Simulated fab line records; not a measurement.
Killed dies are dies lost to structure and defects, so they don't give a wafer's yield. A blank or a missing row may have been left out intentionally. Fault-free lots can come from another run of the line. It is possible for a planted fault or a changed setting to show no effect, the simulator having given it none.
Lot-split experiment	flow n5_finfet	route with 1938 steps; 7 lots, 21 wafers read

== ABOUT THE SPLIT ==
At N5_BEOL_M8_TRENCH_ETCH_37 (etches SiCOH lowk in C4F6/O2, target depth 93.478 nm, time 31.2 s), the setting time_s was moved away from the recipe's 31.2 s on 7 of the 21 wafers read, by -12.7% to +18.9%. All remaining wafers had this setting at the recipe value.

== FROM THE SPLIT TO THE READING: what the file shows between them, 11 steps ==
- N5_BEOL_M8_ETCH_41: etches SiCN in CH3F/O2, target depth 31.9 nm, time 57.8 s
- N5_BEOL_M8_STRIP_80: strips in N2/H2, time 10 s
- N5_BEOL_M8_OCD_MEAS_38
- N5_BEOL_M8_HM_STRIP_39: strips TiN in peroxide tin strip, target depth 25 nm, time 158 s
- N5_BEOL_M8_SRD_40: time 30 s
- N5_BEOL_M8_ECD_50: material Cu, target thk 300 nm
- N5_BEOL_M8_ANNEAL_51: time 90 s
- N5_BEOL_M8_CMP_52: polishes, stops on SiCOH lowk, t overpolish 6.9 s, target thk 80 nm
- N5_BEOL_M8_THK_MEAS_53: measures by xrf
- N5_BEOL_M8_PRE_CLEAN_55: time 15 s
- N5_BEOL_M8_DEP_56: deposits SiCN from 3MS/NH3, target thk 10 nm, time 17.5 s

== THE READING ==
M8_RS (ohm/sq), read at N5_BEOL_M8_RS_MEAS_57 with a four-point probe. A value of 0.285 ohm/sq with a standard deviation of 0.0072 ohm/sq is what fault-free wafers of this fab line usually give.

wafer	tool, chamber at the split	time_s as run, s	against the recipe	M8_RS, ohm/sq	against lot-mates on the recipe
L074.3	rie_diel-02, 3	27.39	-12.2%	0.356	+0.073
L074.4	rie_diel-02, 1	31.2	recipe	0.290	-
L074.6	rie_diel-02, 2	31.2	recipe	0.277	-
L077.1	rie_diel-02, 1	31.2	recipe	0.298	-
L077.4	rie_diel-02, 0	31.2	recipe	0.282	-
L077.5	rie_diel-02, 2	31.2	recipe	0.281	-
L080.1	rie_diel-04, 0	31.2	recipe	0.279	-
L080.4	rie_diel-04, 2	27.24	-12.7%	0.345	+0.067
L080.5	rie_diel-04, 0	31.2	recipe	0.276	-
L081.1	rie_diel-04, 1	29.39	-5.8%	0.308	+0.032
L081.2	rie_diel-04, 0	31.2	recipe	0.276	-
L081.3	rie_diel-04, 2	29.39	-5.8%	0.307	+0.031
L085.1	rie_diel-06, 0	31.2	recipe	0.286	-
L085.4	rie_diel-06, 2	37.09	+18.9%	0.228	-0.058
L085.6	rie_diel-06, 1	37.09	+18.9%	0.230	-0.056
L093.2	rie_diel-02, 1	31.2	recipe	0.282	-
L093.4	rie_diel-02, 2	31.2	recipe	0.284	-
L093.5	rie_diel-02, 1	31.2	recipe	0.277	-
L097.1	rie_diel-04, 0	31.2	recipe	0.273	-
L097.2	rie_diel-04, 3	31.2	recipe	0.282	-
L097.6	rie_diel-04, 2	27.47	-12.0%	0.337	+0.060

THE FIT
A straight line over all 21 wafers: M8_RS changes by -0.00374 ohm/sq for each +1% of time_s; r = -0.95; the points scatter about the line by 0.01 ohm/sq.
The same after taking each lot's own level away (the mean of its wafers on the recipe; 21 wafers): -0.00399 ohm/sq for each +1%; r = -0.96; scatter 0.0092 ohm/sq.
Per that fit: largest time_s move, reading shift of 0.075 ohm/sq.
From 0.2760 to 0.2870 ohm/sq: that is the span of the lots' own levels, equal to 1.5 times the standard deviation above.
The two slopes are in agreement: the lot-to-lot level therefore moves the slope only a little.
Check: with one of the wafers moved furthest among these (+18.9%) left out of the fit, the line predicts -0.0769 ohm/sq for it against its lot-mates. Against them it came out at -0.058 ohm/sq.

== THE WHOLE CHAIN: every reading that the file lists as answering this split, in the file's order ==
step	what it does	reading	change (the file's fit)	r (the file's)
N5_BEOL_M8_TRENCH_ETCH_37	etches SiCOH lowk in C4F6/O2, target depth 93.478 nm, time 31.2 s	BEOL_M8.feature_depth_nm (the simulator's own value, which no gauge read)	+1.05 nm for each +1% of the setting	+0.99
N5_BEOL_M8_TRENCH_ETCH_37	etches SiCOH lowk in C4F6/O2, target depth 93.478 nm, time 31.2 s	etch.depth_nm (the simulator's own value, which no gauge read)	+1.05 nm for each +1% of the setting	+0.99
N5_BEOL_M8_TRENCH_ETCH_37	etches SiCOH lowk in C4F6/O2, target depth 93.478 nm, time 31.2 s	TiN_of_BEOL_M8_HM_DEP_02.thk_nm (the simulator's own value, which no gauge read)	-0.0362 nm for each +1% of the setting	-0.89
N5_BEOL_M8_OCD_MEAS_38		trench_depth_nm	+1.08 nm for each +1% of the setting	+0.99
N5_BEOL_M8_CMP_52	polishes, stops on SiCOH lowk, t overpolish 6.9 s, target thk 80 nm	Cu_of_BEOL_M8_ECD_50.thk_nm (the simulator's own value, which no gauge read)	+1.02 nm for each +1% of the setting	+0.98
N5_BEOL_M8_THK_MEAS_53	measures by xrf	M8_THK	+0.979 for each +1% of the setting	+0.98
N5_BEOL_M8_RS_MEAS_57	measures by four-point-probe	M8_RS	-0.00441 for each +1% of the setting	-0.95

== THE FILE'S OWN FIT ==
M8_RS changes by -0.00441 ohm/sq for each +1% of time_s, r = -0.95.
